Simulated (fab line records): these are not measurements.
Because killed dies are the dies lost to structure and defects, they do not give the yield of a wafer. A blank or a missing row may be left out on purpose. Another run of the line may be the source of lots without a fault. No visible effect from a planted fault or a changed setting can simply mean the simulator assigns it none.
fab line records	flow nand-harc
record lots=24	wafers=72	last-day=25
route steps=1159 shown A_CHANNEL_FILL_D1@509 A_STAIRCASE@530
lots that met no fault: from a run of the same line without faults
start-h: hours from the record's first day to the start of the lot's first wafer shown	wait-h: hours elapsed since this lot's preceding step	" identical to the entry in the row above	L1.1+2: one row covering several wafers at once	- either no value or no given start	* or withheld: withheld	< > ~ a bound
route shown NAME@n: names a module that has steps shown in the file, with the first one's number in the route	usual: the fault-free wafers' mean and standard deviation	same: alike in all rows	chamber/n: place in a boat	sites: per-site readings	_std_site: their standard deviation	_edge_site: outer sites' mean less inner sites'	radius-mm: for every site, how far away it sits from the centre of the wafer	mask NAME#n: copy n	behind: tool/chamber where the wafer was last shaped	hold: cause of the lot's hold/its duration in hours/its outcome	device: names the non-switching transistor (n, p or np)	end of line: at the end of the route, the tests of the same wafers	a step without rows: its recipe alone	killed: the dies lost at the first sort to structure and to defects; this is not the yield of the wafer	map: per-die view of a wafer (x killed, . not killed, _ where there is no die)
set.NAME: setting as actually run; set.NAME@STEP: the setting as run at that earlier step	model.NAME: the simulator's own value behind a step, which no gauge read
one table for each step of the route and one row for each wafer, over a sample of lots
services: the hour from which a tool's chamber was out of use, counted from the record's first day as start-h (under 0 if before that day), plus the number of hours and why
## steps
# step NHARC_A_CHANNEL_FILL_D1_STRIP_29
# recipe time-s=20	o2-flow-sccm=500	ar-flow-sccm=0	bias-w=0	chemistry=O2
# usual drypump-motor-current-A=5.5/0.48	oes-product-au=0.997/0.012	rf-vpp-V=57.9/0.94	showerhead-plenum-p-Torr=3.55/0.16	throttle-valve-pct=17.037/0.009
lot.wafer	tool	chamber	start-h	wait-h	drypump-motor-current-A	oes-product-au	rf-hours-counter-h	rf-vpp-V	showerhead-plenum-p-Torr	throttle-valve-pct
L074.4	rie-diel-02	1	-	-	5.2	1.004	3	56.7	3.39	17.024
L074.2	"	0	"	"	5.5	0.995	3	57.4	3.77	17.022
L074.6	"	1	"	"	5.2	1.002	-	57.6	3.39	17.024
L076.4	rie-diel-02	1	-	-	5.1	0.994	3	57.1	3.39	17.039
L076.1	"	3	"	"	6.7	0.991	3	57.3	3.67	17.042
L076.6	"	0	"	"	5.5	0.987	-	58.3	3.77	17.040
L075.4	rie-diel-10	3	-	-	5.5	1.003	1	58.0	3.79	17.041
L075.5	"	1	"	"	5.8	0.990	-	57.6	3.61	17.036
L075.6	"	2	"	"	5.0	1.019	-	56.9	3.41	17.028
L078.3	rie-diel-10	2	-	-	5.0	1.020	1	57.4	3.41	17.050
L078.5	"	1	"	"	5.8	0.983	-	58.0	3.61	17.039
L078.6	"	2	"	"	5.0	1.019	-	58.6	3.41	17.029
L077.3	rie-diel-02	1	-	-	5.2	1.004	4	59.0	3.39	17.022
L077.5	"	0	"	"	5.5	0.990	-	57.6	3.77	17.047
L077.6	"	1	"	"	5.1	1.005	-	56.4	3.39	17.021
L079.1	rie-diel-02	3	-	-	6.8	0.992	4	57.9	3.67	17.044
L079.2	"	0	"	"	5.5	0.996	4	57.7	3.77	17.040
L079.5	"	1	"	"	5.1	1.010	-	57.7	3.39	17.021
L082.3	rie-diel-10	2	-	-	5.0	1.003	2	57.7	3.41	17.027
L082.4	"	1	"	"	5.8	0.983	2	56.9	3.61	17.043
L082.5	"	3	"	"	5.4	0.994	-	60.7	3.79	17.041
L080.1	rie-diel-02	2	-	-	5.3	1.019	4	57.2	3.47	17.049
L080.3	"	3	"	"	6.7	1.001	4	58.5	3.67	17.030
L080.2	"	0	"	"	5.5	0.995	4	57.9	3.77	17.042
L081.1	rie-diel-03	2	-	-	5.8	1.012	8	56.8	3.56	17.046
L081.4	"	1	"	"	5.4	0.996	7	57.7	3.76	17.045
L081.5	"	3	"	"	6.5	1.006	-	58.5	3.37	17.046
L083.3	rie-diel-10	2	-	-	5.0	0.998	2	58.4	3.41	17.026
L083.2	"	3	"	"	5.4	1.000	2	57.8	3.79	17.038
L083.5	"	3	"	"	5.4	1.001	-	59.1	3.79	17.041
L084.2	rie-diel-10	0	-	-	5.1	0.987	2	57.6	3.36	17.038
L084.1	"	3	"	"	5.4	0.998	2	59.5	3.79	17.021
L084.6	"	0	"	"	5.1	0.992	-	56.7	3.36	17.040
L085.2	rie-diel-02	3	-	-	6.7	1.001	5	58.5	3.67	17.045
L085.3	"	1	"	"	5.1	1.011	5	58.1	3.38	17.023
L085.1	"	2	"	"	5.3	0.999	5	57.5	3.47	17.038
L087.1	rie-diel-10	2	-	-	5.0	1.003	3	57.4	3.41	17.037
L087.4	"	3	"	"	5.4	0.997	3	57.7	3.79	17.043
L087.6	"	1	"	"	5.8	0.977	-	58.5	3.61	17.039
L086.2	rie-diel-10	2	-	-	5.0	1.019	3	57.8	3.41	17.044
L086.1	"	0	"	"	5.1	0.995	3	58.0	3.36	17.041
L086.6	"	3	"	"	5.4	0.988	-	58.8	3.79	17.034
L088.3	rie-diel-10	2	-	-	5.0	1.013	3	59.1	3.41	17.050
L088.1	"	3	"	"	5.4	0.988	3	58.5	3.79	17.042
L088.5	"	2	"	"	5.0	1.015	-	59.3	3.41	17.030
L090.2	rie-diel-10	0	-	-	5.1	1.006	3	56.8	3.36	17.034
L090.3	"	2	"	"	5.0	1.011	3	57.3	3.41	17.043
L090.6	"	3	"	"	5.5	0.996	-	58.7	3.79	17.030
L091.3	rie-diel-10	3	326.68	0.1	5.4	0.992	3	58.3	3.79	17.039
L091.2	"	1	"	"	5.8	0.987	3	57.6	3.61	17.037
L091.5	"	2	"	"	5.0	1.016	-	58.1	3.41	17.038
L089.1	rie-diel-02	2	-	-	5.3	0.995	6	57.6	3.47	17.048
L089.4	"	3	"	"	6.8	0.993	6	58.7	3.67	17.034
L089.5	"	2	"	"	5.3	0.996	-	56.6	3.47	17.024
L092.3	rie-diel-03	2	-	-	5.9	1.001	16	57.5	3.55	17.036
L092.5	"	0	"	"	5.8	0.992	-	58.8	3.44	17.018
L092.6	"	1	"	"	5.4	0.988	-	56.8	3.76	17.020
L094.3	rie-diel-10	3	338.30	0.1	5.4	0.994	4	57.0	3.79	17.016
L094.2	"	1	"	"	5.8	0.977	4	58.5	3.61	17.032
L094.5	"	3	"	"	5.4	0.986	-	58.6	3.79	17.044
L093.4	rie-diel-10	0	-	-	5.1	0.994	3	58.0	3.36	17.039
L093.2	"	1	"	"	5.8	0.989	4	58.1	3.61	17.026
L093.5	"	0	"	"	5.2	0.991	-	55.8	3.36	17.024
L095.3	rie-diel-02	0	-	-	5.5	0.978	1	57.9	3.77	17.038
L095.1	"	1	"	"	5.2	1.001	1	55.8	3.38	17.048
L095.5	"	3	"	"	6.7	0.977	-	57.9	3.67	17.036
L097.1	rie-diel-03	0	-	-	5.9	0.986	22	57.4	3.44	17.049
L097.6	"	1	"	"	5.4	0.998	-	59.6	3.76	17.038
L097.5	"	2	"	"	5.9	1.019	-	59.1	3.55	17.045
L096.3	rie-diel-10	2	-	-	5.0	1.035	0	57.7	3.40	17.042
L096.5	"	1	"	"	5.8	1.000	-	57.2	3.61	17.034
L096.6	"	2	"	"	5.0	1.026	-	57.1	3.40	17.047
# step NHARC_A_STAIRCASE_DESCUM_168
# recipe time-s=3	o2-flow-sccm=200	ar-flow-sccm=0	bias-power-w=0	chemistry=O2
# usual drypump-motor-current-A=5.7/0.47	oes-product-au=1.001/0.014	rf-vpp-V=57.5/0.86	showerhead-plenum-p-Torr=1.86/0.076	throttle-valve-pct=11.312/0.01
lot.wafer	tool	chamber	start-h	wait-h	drypump-motor-current-A	oes-product-au	rf-hours-counter-h	rf-vpp-V	showerhead-plenum-p-Torr	throttle-valve-pct
L074.4	rie-diel-05	3	231.08	-	5.8	0.988	15	57.6	1.86	11.301
L074.2	"	1	"	"	6.5	1.002	25	56.5	2.02	11.298
L074.6	"	3	"	"	5.7	0.997	-	57.2	1.86	11.314
L075.4	rie-diel-05	0	243.42	-	5.4	0.977	26	57.6	1.84	11.320
L075.6	"	1	"	"	6.5	0.988	-	57.2	2.02	11.321
L075.5	"	2	"	"	6.1	1.008	-	58.5	1.87	11.301
L076.4	rie-diel-08	0	243.69	-	5.4	1.009	40	57.5	1.83	11.317
L076.1	"	3	"	"	5.3	1.013	42	57.8	1.78	11.320
L076.6	"	1	"	"	6.0	1.014	-	56.8	1.80	11.296
L078.3	rie-diel-13	1	251.08	-	6.0	0.993	47	57.6	1.87	11.324
L078.6	"	3	"	"	6.1	0.989	-	58.3	2.06	11.326
L078.5	"	0	"	"	6.2	1.002	-	57.2	1.82	11.309
L077.3	rie-diel-05	1	251.36	-	6.5	1.006	31	58.1	2.02	11.319
L077.5	"	2	"	"	6.1	1.004	-	58.2	1.87	11.306
L077.6	"	3	"	"	5.7	0.987	-	57.4	1.85	11.314
L079.1	rie-diel-05	3	259.40	-	5.8	1.004	26	58.1	1.85	11.304
L079.2	"	0	"	"	5.4	0.976	31	56.0	1.84	11.301
L079.5	"	2	"	"	6.1	1.007	-	57.2	1.87	11.325
L082.3	rie-diel-05	3	276.31	-	5.8	1.006	30	57.3	1.85	11.301
L082.4	"	1	"	"	6.5	1.016	38	57.5	2.02	11.316
L082.5	"	2	"	"	6.1	1.005	-	58.9	1.87	11.299
L081.4	rie-diel-08	0	276.46	-	5.4	1.017	52	56.9	1.83	11.310
L081.1	"	1	"	"	6.0	1.021	53	56.3	1.80	11.314
L081.5	"	0	"	"	5.4	1.011	-	57.7	1.83	11.320
L080.3	rie-diel-05	2	276.62	-	6.1	1.006	39	56.9	1.87	11.314
L080.2	"	3	"	"	5.8	1.010	30	56.8	1.85	11.313
L080.1	"	0	"	"	5.4	0.993	35	57.6	1.83	11.319
L083.3	rie-diel-08	3	284.80	-	5.3	1.022	58	57.6	1.78	11.327
L083.2	"	0	"	"	5.4	1.022	56	56.7	1.83	11.283
L083.5	"	3	"	"	5.3	1.016	-	55.3	1.78	11.318
L084.2	rie-diel-05	3	291.24	-	5.7	1.000	39	57.6	1.85	11.313
L084.1	"	0	"	"	5.4	0.979	45	57.4	1.83	11.305
L084.6	"	2	"	"	6.1	1.006	-	57.5	1.86	11.296
L085.1	rie-diel-08	0	294.50	-	5.4	1.017	61	56.0	1.83	11.311
L085.3	"	1	"	"	6.0	1.012	63	58.5	1.79	11.311
L085.2	"	2	"	"	5.0	0.990	62	57.0	1.81	11.301
L087.1	rie-diel-05	0	309.76	-	5.4	0.997	52	57.9	1.83	11.313
L087.4	"	1	"	"	6.6	1.005	52	58.0	2.01	11.295
L087.6	"	3	"	"	5.8	1.006	-	57.9	1.85	11.320
L086.1	rie-diel-05	2	313.39	-	6.1	1.016	53	57.3	1.86	11.314
L086.2	"	3	"	"	5.7	0.999	47	56.1	1.85	11.317
L086.6	"	2	"	"	6.1	1.007	-	58.8	1.86	11.291
L088.3	rie-diel-08	2	316.02	-	5.0	0.977	2	56.3	1.81	11.317
L088.1	"	3	"	"	5.3	1.021	2	57.9	1.78	11.324
L088.5	"	2	"	"	5.0	0.985	-	56.3	1.81	11.313
L090.3	rie-diel-08	3	319.95	-	5.3	1.019	4	56.9	1.78	11.323
L090.2	"	0	"	"	5.4	0.998	4	56.8	1.82	11.321
L090.6	"	3	"	"	5.3	1.019	-	57.0	1.78	11.301
L091.3	rie-diel-05	1	334.35	-	6.5	1.004	62	58.1	2.01	11.322
L091.2	"	3	"	"	5.8	1.016	54	56.1	1.84	11.308
L091.5	"	0	"	"	5.4	0.993	-	58.5	1.83	11.306
L089.1	rie-diel-13	1	334.50	-	6.0	0.979	20	56.7	1.86	11.320
L089.4	"	0	"	"	6.2	1.000	18	57.5	1.81	11.310
L089.5	"	1	"	"	6.0	0.987	-	56.9	1.86	11.317
L092.3	rie-diel-08	2	340.78	-	5.0	1.000	10	57.3	1.81	11.319
L092.6	"	1	"	"	6.0	1.012	-	56.6	1.79	11.303
L092.5	"	2	"	"	5.0	0.993	-	56.4	1.81	11.299
L094.3	rie-diel-08	1	345.67	-	6.0	1.008	13	56.5	1.79	11.297
L094.2	"	2	"	"	5.0	0.990	13	57.7	1.81	11.304
L094.5	"	2	"	"	5.0	0.984	-	56.7	1.81	11.320
L093.2	rie-diel-05	3	349.85	-	5.7	0.989	0	58.2	1.84	11.321
L093.4	"	0	"	"	5.4	0.988	0	57.8	1.82	11.314
L093.5	"	2	"	"	6.1	1.018	-	55.4	1.86	11.307
L097.1	rie-diel-13	2	365.31	-	5.0	0.981	33	58.3	1.87	11.324
L097.5	"	3	"	"	6.1	0.988	-	59.1	2.05	11.312
L097.6	"	1	"	"	6.0	0.984	-	57.8	1.86	11.317
L095.1	rie-diel-08	2	366.48	-	5.0	0.990	21	57.3	1.81	11.311
L095.3	"	3	"	"	5.3	1.018	21	57.1	1.77	11.325
L095.5	"	1	"	"	6.0	1.021	-	57.8	1.79	11.324
L096.3	rie-diel-08	2	372.72	-	5.0	0.984	23	56.9	1.81	11.296
L096.5	"	3	"	"	5.3	1.025	-	58.7	1.77	11.312
L096.6	"	0	"	"	5.4	0.993	-	56.0	1.82	11.327
# step NHARC_A_STAIRCASE_STRIP_171
# recipe power-w=1500	temp-c=250	chemistry=O2
# usual drypump-motor-current-A=5.7/0.46	heater-power-w=353/28
lot.wafer	tool	chamber	start-h	wait-h	drypump-motor-current-A	heater-power-w	rf-hours-counter-h
L074.2	plasma-asher-02	1	231.45	-	5.8	352	13
L074.4	"	0	"	"	6.2	322	-
L074.6	"	1	"	"	5.8	351	-
L075.4	plasma-asher-01	0	243.86	-	5.0	348	-
L075.5	"	1	"	"	5.7	379	-
L075.6	"	0	"	"	4.9	343	-
L076.1	plasma-asher-02	1	244.18	-	5.9	357	18
L076.4	"	1	"	"	5.9	354	-
L076.6	"	0	"	"	6.2	320	-
L078.3	plasma-asher-02	0	251.50	-	6.2	324	-
L078.5	"	0	"	"	6.2	322	-
L078.6	"	1	"	"	5.8	362	-
L077.3	plasma-asher-02	0	251.84	-	6.2	316	-
L077.6	"	1	"	"	5.9	342	-
L077.5	"	0	"	"	6.2	306	-
L079.1	plasma-asher-02	1	259.73	-	5.9	354	22
L079.2	"	0	"	"	6.2	317	22
L079.5	"	1	"	"	5.8	352	-
L082.4	plasma-asher-02	1	276.71	-	5.9	352	-
L082.3	"	0	"	"	6.2	318	-
L082.5	"	0	"	"	6.2	312	-
L081.1	plasma-asher-02	0	276.90	-	6.2	319	29
L081.4	"	1	"	"	5.9	357	-
L081.5	"	0	"	"	6.2	325	-
L080.1	plasma-asher-02	0	277.18	-	6.2	317	29
L080.2	"	1	"	"	5.8	354	29
L080.3	"	0	"	"	6.2	321	-
L083.2	plasma-asher-01	1	285.16	-	5.7	393	0
L083.3	"	1	"	"	5.7	394	-
L083.5	"	1	"	"	5.8	398	-
L084.1	plasma-asher-02	0	291.72	-	6.2	318	36
L084.2	"	1	"	"	5.8	357	36
L084.6	"	1	"	"	5.9	358	-
L085.2	plasma-asher-01	1	294.97	-	5.8	401	4
L085.1	"	0	"	"	4.9	340	4
L085.3	"	0	"	"	4.9	353	-
L087.1	plasma-asher-01	0	310.07	-	4.9	355	9
L087.4	"	0	"	"	5.0	343	-
L087.6	"	0	"	"	4.9	352	-
L086.1	plasma-asher-01	0	313.70	-	5.0	350	9
L086.2	"	1	"	"	5.8	395	9
L086.6	"	1	"	"	5.7	396	-
L088.1	plasma-asher-01	1	316.53	-	5.8	398	10
L088.3	"	1	"	"	5.8	395	-
L088.5	"	0	"	"	5.0	348	-
L090.2	plasma-asher-01	1	320.58	-	5.8	399	12
L090.3	"	0	"	"	4.9	343	-
L090.6	"	1	"	"	5.8	403	-
L091.2	plasma-asher-01	0	334.71	-	4.9	349	16
L091.3	"	1	"	"	5.8	393	-
L091.5	"	1	"	"	5.8	408	-
L089.1	plasma-asher-02	1	334.82	-	5.9	352	52
L089.4	"	1	"	"	5.9	367	-
L089.5	"	1	"	"	5.8	361	-
L092.3	plasma-asher-02	0	341.63	-	6.2	322	-
L092.5	"	1	"	"	5.8	360	-
L092.6	"	0	"	"	6.2	316	-
L094.2	plasma-asher-01	0	346.35	-	5.0	350	18
L094.3	"	0	"	"	4.9	350	-
L094.5	"	0	"	"	4.9	344	-
L093.2	plasma-asher-02	1	350.18	-	5.9	364	56
L093.4	"	0	"	"	6.2	321	-
L093.5	"	0	"	"	6.2	320	-
L095.1	plasma-asher-01	1	367.47	-	5.7	408	30
L095.3	"	1	"	"	5.8	399	-
L095.5	"	0	"	"	4.9	333	-
L097.1	plasma-asher-01	0	368.39	-	4.9	344	31
L097.6	"	1	"	"	5.8	398	-
L097.5	"	0	"	"	4.9	357	-
L096.3	plasma-asher-02	0	373.13	-	6.2	320	-
L096.5	"	0	"	"	6.2	321	-
L096.6	"	1	"	"	5.8	344	-
# step NHARC_A_STAIRCASE_ETCH_13
# recipe target-depth-a=1000	time-s=40.5	ion-energy-ev=400	c4f8-flow-sccm=20	o2-flow-sccm=10	ar-flow-sccm=withheld	rf-w=600	bias-w=1000	chemistry=C4F8/O2
# usual oes-product-au=0.943/0.017	rf-vpp-V=892/4.8
lot.wafer	tool	chamber	start-h	wait-h	oes-product-au	rf-hours-counter-h	rf-vpp-V
L074.2	rie-diel-08	1	-	-	0.953	34	890
L074.4	"	2	"	"	0.927	-	890
L074.6	"	1	"	"	0.962	-	887
L075.4	rie-diel-08	0	-	-	0.951	41	890
L075.6	"	0	"	"	0.954	-	890
L075.5	"	1	"	"	0.981	-	890
L076.1	rie-diel-05	0	-	-	0.946	26	892
L076.4	"	1	"	"	0.940	29	901
L076.6	"	3	"	"	0.963	-	893
L078.3	rie-diel-05	1	-	-	0.943	31	903
L078.6	"	3	"	"	0.946	-	892
L078.5	"	0	"	"	0.935	-	891
L077.3	rie-diel-08	1	-	-	0.948	43	888
L077.5	"	0	"	"	0.940	-	891
L077.6	"	1	"	"	0.955	-	888
L079.2	rie-diel-05	2	-	-	0.924	35	893
L079.1	"	3	"	"	0.924	26	892
L079.5	"	3	"	"	0.938	-	890
L082.3	rie-diel-05	2	-	-	0.958	39	893
L082.4	"	3	"	"	0.964	30	892
L082.5	"	1	"	"	0.977	-	902
L080.2	rie-diel-05	1	-	-	0.939	39	903
L080.1	"	2	"	"	0.934	40	893
L080.3	"	3	"	"	0.939	30	893
L081.1	rie-diel-08	0	-	-	0.942	53	891
L081.4	"	3	"	"	0.938	55	887
L081.5	"	0	"	"	0.939	-	890
L083.2	rie-diel-05	1	-	-	0.963	43	902
L083.3	"	0	"	"	0.945	42	890
L083.5	"	2	"	"	0.943	-	891
L084.2	rie-diel-05	0	-	-	0.932	46	891
L084.1	"	2	"	"	0.977	47	894
L084.6	"	3	"	"	0.958	-	892
L085.1	rie-diel-05	3	-	-	0.921	40	892
L085.2	"	0	"	"	0.910	47	890
L085.3	"	2	"	"	0.928	48	893
L087.4	rie-diel-13	2	-	-	0.927	12	893
L087.1	"	0	"	"	0.940	11	890
L087.6	"	2	"	"	0.937	-	893
L086.1	rie-diel-08	1	-	-	0.947	3	887
L086.2	"	0	"	"	0.956	3	891
L086.6	"	2	"	"	0.923	-	890
L088.1	rie-diel-08	0	-	-	0.926	4	890
L088.3	"	2	"	"	0.936	3	890
L088.5	"	3	"	"	0.953	-	887
L090.2	rie-diel-05	3	-	-	0.938	50	891
L090.3	"	0	"	"	0.919	58	889
L090.6	"	1	"	"	0.927	-	903
L091.2	rie-diel-05	3	-	-	0.953	54	891
L091.3	"	0	"	"	0.954	63	890
L091.5	"	0	"	"	0.968	-	890
L089.1	rie-diel-08	2	-	-	0.927	9	890
L089.4	"	2	"	"	0.931	-	889
L089.5	"	3	"	"	0.953	-	887
L092.3	rie-diel-08	3	-	-	0.956	12	886
L092.6	"	0	"	"	0.951	-	889
L092.5	"	1	"	"	0.949	-	889
L094.3	rie-diel-13	3	-	-	0.928	24	906
L094.2	"	0	"	"	0.942	24	889
L094.5	"	3	"	"	0.929	-	905
L093.2	rie-diel-05	0	-	-	0.948	0	891
L093.4	"	2	"	"	0.948	0	892
L093.5	"	1	"	"	0.980	-	902
L095.1	rie-diel-05	2	-	-	0.954	6	893
L095.3	"	1	"	"	0.957	7	900
L095.5	"	1	"	"	0.965	-	902
L097.1	rie-diel-05	1	-	-	0.951	8	901
L097.6	"	2	"	"	0.941	-	892
L097.5	"	0	"	"	0.937	-	890
L096.3	rie-diel-08	3	-	-	0.962	24	887
L096.6	"	1	"	"	0.957	-	888
L096.5	"	2	"	"	0.938	-	890
# step NHARC_A_STAIRCASE_ETCH_23
# recipe target-depth-a=1000	time-s=40.5	ion-energy-ev=400	c4f8-flow-sccm=20	o2-flow-sccm=10	ar-flow-sccm=withheld	rf-w=600	bias-w=1000	chemistry=C4F8/O2
# usual oes-product-au=0.942/0.014	rf-vpp-V=894/5.4
lot.wafer	tool	chamber	start-h	wait-h	oes-product-au	rf-hours-counter-h	rf-vpp-V
L074.2	rie-diel-13	3	-	-	0.936	43	906
L074.4	"	0	"	"	0.939	44	890
L074.6	"	0	"	"	0.933	-	891
L075.4	rie-diel-08	1	-	-	0.948	42	890
L075.5	"	3	"	"	0.963	-	887
L075.6	"	0	"	"	0.945	-	892
L076.4	rie-diel-05	2	-	-	0.952	31	894
L076.1	"	0	"	"	0.932	27	892
L076.6	"	3	"	"	0.953	-	892
L078.3	rie-diel-08	0	-	-	0.957	44	891
L078.6	"	1	"	"	0.956	-	890
L078.5	"	0	"	"	0.952	-	890
L077.3	rie-diel-05	1	-	-	0.951	33	902
L077.5	"	3	"	"	0.939	-	891
L077.6	"	0	"	"	0.943	-	890
L079.2	rie-diel-13	3	-	-	0.911	52	905
L079.1	"	0	"	"	0.929	53	888
L079.5	"	2	"	"	0.934	-	894
L082.3	rie-diel-08	0	-	-	0.944	55	891
L082.4	"	1	"	"	0.945	58	889
L082.5	"	0	"	"	0.943	-	890
L080.3	rie-diel-05	1	-	-	0.953	42	902
L080.1	"	2	"	"	0.941	43	892
L080.2	"	0	"	"	0.923	41	892
L081.4	rie-diel-05	0	-	-	0.919	42	891
L081.1	"	1	"	"	0.938	43	903
L081.5	"	1	"	"	0.941	-	902
L083.3	rie-diel-13	2	-	-	0.933	1	893
L083.2	"	3	"	"	0.951	1	905
L083.5	"	3	"	"	0.941	-	904
L084.1	rie-diel-05	1	-	-	0.950	48	902
L084.2	"	2	"	"	0.955	47	891
L084.6	"	1	"	"	0.951	-	903
L085.3	rie-diel-08	2	-	-	0.956	63	889
L085.2	"	0	"	"	0.964	61	892
L085.1	"	1	"	"	0.974	65	890
L087.4	rie-diel-05	2	-	-	0.950	53	891
L087.1	"	3	"	"	0.955	47	891
L087.6	"	1	"	"	0.953	-	902
L086.2	rie-diel-05	2	-	-	0.951	54	893
L086.1	"	0	"	"	0.936	56	890
L086.6	"	1	"	"	0.939	-	902
L088.3	rie-diel-08	3	-	-	0.952	4	886
L088.1	"	1	"	"	0.950	4	889
L088.5	"	2	"	"	0.915	-	890
L090.3	rie-diel-05	2	-	-	0.963	58	894
L090.2	"	3	"	"	0.958	52	892
L090.6	"	1	"	"	0.930	-	902
L091.3	rie-diel-05	1	-	-	0.954	63	902
L091.2	"	3	"	"	0.945	55	892
L091.5	"	1	"	"	0.952	-	902
L089.4	rie-diel-13	3	-	-	0.940	21	905
L089.1	"	1	"	"	0.939	21	892
L089.5	"	3	"	"	0.931	-	905
L092.3	rie-diel-13	0	-	-	0.946	21	888
L092.6	"	1	"	"	0.920	-	892
L092.5	"	2	"	"	0.933	-	894
L094.2	rie-diel-08	1	-	-	0.954	14	888
L094.3	"	3	"	"	0.965	15	886
L094.5	"	2	"	"	0.933	-	890
L093.4	rie-diel-05	0	-	-	0.943	1	889
L093.2	"	1	"	"	0.964	1	903
L093.5	"	3	"	"	0.927	-	892
L095.1	rie-diel-13	2	-	-	0.927	36	894
L095.3	"	3	"	"	0.934	34	905
L095.5	"	2	"	"	0.929	-	892
L097.1	rie-diel-13	1	-	-	0.923	35	893
L097.6	"	3	"	"	0.928	-	904
L097.5	"	0	"	"	0.942	-	888
L096.3	rie-diel-13	1	-	-	0.939	37	893
L096.5	"	1	"	"	0.931	-	893
L096.6	"	2	"	"	0.936	-	893
# step NHARC_A_STAIRCASE_ETCH_190
# recipe target-depth-a=1000	time-s=40.5	ion-energy-ev=400	c4f8-flow-sccm=20	o2-flow-sccm=10	ar-flow-sccm=withheld	rf-w=600	bias-w=1000	chemistry=C4F8/O2
# usual oes-product-au=0.943/0.016	rf-vpp-V=894/5.3
lot.wafer	tool	chamber	start-h	wait-h	oes-product-au	rf-hours-counter-h	rf-vpp-V
L074.2	rie-diel-13	1	-	-	0.934	43	894
L074.4	"	3	"	"	0.942	43	904
L074.6	"	2	"	"	0.932	-	895
L075.4	rie-diel-05	1	-	-	0.937	30	901
L075.6	"	1	"	"	0.940	-	902
L075.5	"	2	"	"	0.944	-	893
L076.1	rie-diel-05	3	-	-	0.940	22	891
L076.4	"	0	"	"	0.925	27	891
L076.6	"	1	"	"	0.929	-	903
L078.3	rie-diel-05	1	-	-	0.957	33	904
L078.6	"	3	"	"	0.960	-	894
L078.5	"	0	"	"	0.940	-	891
L077.3	rie-diel-13	0	-	-	0.938	52	891
L077.6	"	1	"	"	0.935	-	893
L077.5	"	2	"	"	0.940	-	895
L079.2	rie-diel-05	1	-	-	0.958	37	904
L079.1	"	2	"	"	0.946	37	892
L079.5	"	1	"	"	0.943	-	903
L082.4	rie-diel-13	1	-	-	0.933	0	893
L082.3	"	3	"	"	0.954	0	905
L082.5	"	1	"	"	0.924	-	894
L080.2	rie-diel-08	1	-	-	0.963	59	888
L080.3	"	2	"	"	0.929	57	891
L080.1	"	0	"	"	0.956	56	890
L081.1	rie-diel-13	2	-	-	0.947	1	894
L081.4	"	0	"	"	0.960	1	889
L081.5	"	2	"	"	0.942	-	894
L083.3	rie-diel-13	3	-	-	0.918	3	906
L083.2	"	2	"	"	0.936	3	893
L083.5	"	0	"	"	0.944	-	889
L084.1	rie-diel-13	3	-	-	0.940	6	905
L084.2	"	0	"	"	0.963	5	889
L084.6	"	2	"	"	0.942	-	895
L085.3	rie-diel-08	2	-	-	0.926	64	891
L085.2	"	0	"	"	0.955	62	889
L085.1	"	1	"	"	0.951	66	890
L087.4	rie-diel-05	3	-	-	0.942	49	892
L087.1	"	1	"	"	0.946	56	902
L087.6	"	2	"	"	0.942	-	893
L086.2	rie-diel-05	3	-	-	0.920	50	890
L086.1	"	1	"	"	0.916	57	903
L086.6	"	3	"	"	0.925	-	893
L088.3	rie-diel-05	1	-	-	0.945	60	902
L088.1	"	3	"	"	0.944	51	891
L088.5	"	1	"	"	0.949	-	901
L090.2	rie-diel-05	2	-	-	0.967	58	894
L090.3	"	1	"	"	0.935	60	903
L090.6	"	3	"	"	0.959	-	892
L091.2	rie-diel-13	2	-	-	0.931	22	892
L091.3	"	3	"	"	0.956	21	903
L091.5	"	2	"	"	0.940	-	893
L089.4	rie-diel-13	3	341.03	-	0.990	21	905
L089.1	"	1	"	"	0.985	22	893
L089.5	"	2	"	"	0.969	-	895
L092.3	rie-diel-13	1	-	-	0.926	25	891
L092.6	"	2	"	"	0.929	-	892
L092.5	"	3	"	"	0.937	-	905
L094.3	rie-diel-13	2	-	-	0.915	28	892
L094.2	"	0	"	"	0.940	26	890
L094.5	"	2	"	"	0.921	-	893
L093.2	rie-diel-08	0	-	-	0.940	14	889
L093.4	"	1	"	"	0.949	16	887
L093.5	"	3	"	"	0.949	-	887
L095.3	rie-diel-08	2	-	-	0.933	23	890
L095.1	"	0	"	"	0.931	20	890
L095.5	"	3	"	"	0.969	-	886
L097.1	rie-diel-05	3	-	-	0.924	4	892
L097.5	"	0	"	"	0.923	-	891
L097.6	"	1	"	"	0.946	-	902
L096.3	rie-diel-05	1	-	-	0.975	13	901
L096.5	"	2	"	"	0.955	-	891
L096.6	"	3	"	"	0.925	-	892
## services
tool	chamber	start-h	hours	kind
rie-diel-05	0	207.28	3.5	repair
rie-diel-03	-	215.31	9.0	pm
rie-diel-05	0	222.22	-	clean
rie-diel-05	1	222.22	-	clean
rie-diel-05	2	222.22	-	clean
rie-diel-08	0	230.90	4.1	repair
rie-diel-03	1	250.35	7.0	repair
rie-diel-08	2	253.28	3.2	repair
rie-diel-02	-	254.53	0.7	repair
rie-diel-05	2	273.08	2.7	repair
plasma-asher-01	-	276.03	9.0	pm
rie-diel-13	-	276.04	9.0	pm
rie-diel-08	3	287.17	3.8	repair
rie-diel-03	-	298.17	0.8	repair
rie-diel-02	2	299.50	8.6	repair
plasma-asher-02	-	299.72	0.9	repair
plasma-asher-01	-	324.19	1.8	repair
rie-diel-10	0	324.42	15.6	repair
rie-diel-02	-	327.70	9.0	pm
rie-diel-08	0	328.04	12.9	repair
rie-diel-05	-	340.67	9.0	pm
rie-diel-10	-	353.50	9.0	pm
rie-diel-05	3	358.94	11.9	repair
plasma-asher-02	-	360.00	9.0	pm
## key
fault none
